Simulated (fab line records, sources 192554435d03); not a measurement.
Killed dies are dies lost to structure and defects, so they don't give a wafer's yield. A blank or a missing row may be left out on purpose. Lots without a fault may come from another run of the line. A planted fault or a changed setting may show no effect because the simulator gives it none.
Chamber matching | flow n5_finfet | N5_BEOL_M3_STRIP_19 on rie_diel-04: 4 sister chambers
The step strips in O2. 8 wafers are shown with their chamber, then 10 later ones without.

WAFERS WITH THEIR CHAMBER
wafer  | chamber | showerhead_plenum_p_Torr (Torr) | oes_product_au (a.u.)
L075.6 | 0       | 1.98                            | 0.71
L086.3 | 0       | 1.97                            | 0.69
L086.5 | 1       | 2.16                            | 0.66
L088.2 | 2       | 2.06                            | 0.73
L088.4 | 3       | 2.23                            | 0.86
L088.5 | 3       | 2.23                            | 0.85
L087.1 | 2       | 2.06                            | 0.73
L087.3 | 1       | 2.16                            | 0.67

WAFERS WITHOUT THEIR CHAMBER
wafer  | showerhead_plenum_p_Torr (Torr) | oes_product_au (a.u.)
L087.6 | 1.97                            | 0.69
L089.4 | 2.23                            | 0.84
L089.5 | 2.06                            | 0.72
L089.6 | 1.97                            | 0.68
L091.3 | 2.23                            | 0.84
L091.5 | 1.97                            | 0.68
L091.6 | 2.23                            | 0.83
L096.1 | 2.06                            | 0.71
L096.2 | 2.16                            | 0.95
L096.5 | 2.16                            | 0.95

WHICH CHAMBER EACH WENT THROUGH
wafer  | from the rows above | in truth
L087.6 | 0                   | 0
L089.4 | 3                   | 3
L089.5 | 2                   | 2
L089.6 | 0                   | 0
L091.3 | 3                   | 3
L091.5 | 0                   | 0
L091.6 | 3                   | 3
L096.1 | 2                   | 2
L096.2 | 3                   | 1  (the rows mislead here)
L096.5 | 3                   | 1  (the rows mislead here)
Placed correctly: 8 of 10. Can't be placed from these rows: 0. Placed wrongly: 2.
How it was worked out, from the rows above alone: a wafer's distance from a chamber is the root of the sum, over the readings, of the square of ((its reading less the chamber's mean) divided by the reading's scatter). The wafer belongs to the nearest chamber; if the next one is less than 2 further off, it can't be placed. A chamber's mean is the mean of its shown wafers. The scatter: the root of (the sum of the squares of (reading less its chamber's mean) over the shown wafers, divided by (wafers less chambers)).
